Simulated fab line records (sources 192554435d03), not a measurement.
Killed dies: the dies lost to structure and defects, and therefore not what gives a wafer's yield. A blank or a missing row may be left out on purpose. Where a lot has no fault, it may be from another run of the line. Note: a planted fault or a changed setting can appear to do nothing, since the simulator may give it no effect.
Which tool did it? | flow n5_finfet | 12 lots with 36 wafers sampled at 2 steps, on a route of 1938 steps

== WHAT EACH GAUGE READ, for each wafer ==
N5_BEOL_M6_THK_MEAS_01.
lot  | measured     | on            | M6_ILD_THK (nm)
L075 | day 8 23:55  | film_metro-01 | 153.4 153.8 156.2
L077 | day 9 13:26  | film_metro-01 | 154.8 152.5 155.3
L079 | day 10 12:35 | film_metro-02 | 155.1 152.0 156.1
L080 | day 10 16:49 | film_metro-02 | 154.4 154.8 155.8
L083 | day 11 01:02 | film_metro-02 | 151.5 156.1 154.9
L085 | day 11 18:34 | film_metro-02 | 156.6 157.7 158.8
L087 | day 11 22:02 | film_metro-02 | 153.7 158.8 156.4
L088 | day 13 03:43 | film_metro-02 | 152.0 153.0 156.1
L093 | day 13 10:11 | film_metro-02 | 156.5 156.4 156.0
L094 | day 14 10:01 | film_metro-02 | 154.9 156.7 156.0
L095 | day 14 21:53 | film_metro-02 | 155.0 152.5 157.6
L097 | day 15 05:07 | film_metro-02 | 153.8 152.0 157.1

== TOOL THAT RAN EACH LOT (tool first, then ch and the chambers of the sampled wafers, then the start) ==
lot  | N5_BEOL_M5_ANNEAL_84
L075 | pvd_sputter-01, day 8 19:57
L077 | pvd_sputter-01, day 9 09:36
L079 | pvd_sputter-03, day 10 08:44
L080 | pvd_sputter-02, day 10 12:40
L083 | pvd_sputter-01, day 10 21:11
L085 | pvd_sputter-01, day 11 13:34
L087 | pvd_sputter-03, day 11 17:58
L088 | pvd_sputter-01, day 12 23:55
L093 | pvd_sputter-01, day 13 05:51
L094 | pvd_sputter-03, day 14 06:13
L095 | pvd_sputter-02, day 14 15:23
L097 | pvd_sputter-03, day 15 01:16
- N5_BEOL_M5_ANNEAL_84: time 1800 s.

== THE ANSWER, worked out from the rows above alone ==
Rule: what is usual is taken from the lots themselves. The widest of any qualifying gaps counts: lots, ordered by their means at a reading, are off when they make up no more than a third of the lots, leave a main group of 4 or more, and stand apart from it by 3 or more times the standard deviation of that group's means. If all means in a main group match to the digits the tables above print for the reading, that group is not used. Also off: a lot with no number at a reading for which 4 or more lots have one. All remaining lots with rows at the step are treated as sound.
Nothing can be told from this: no lot is off at any reading shown.

== WHAT THE SIMULATOR HAD INSERTED ==
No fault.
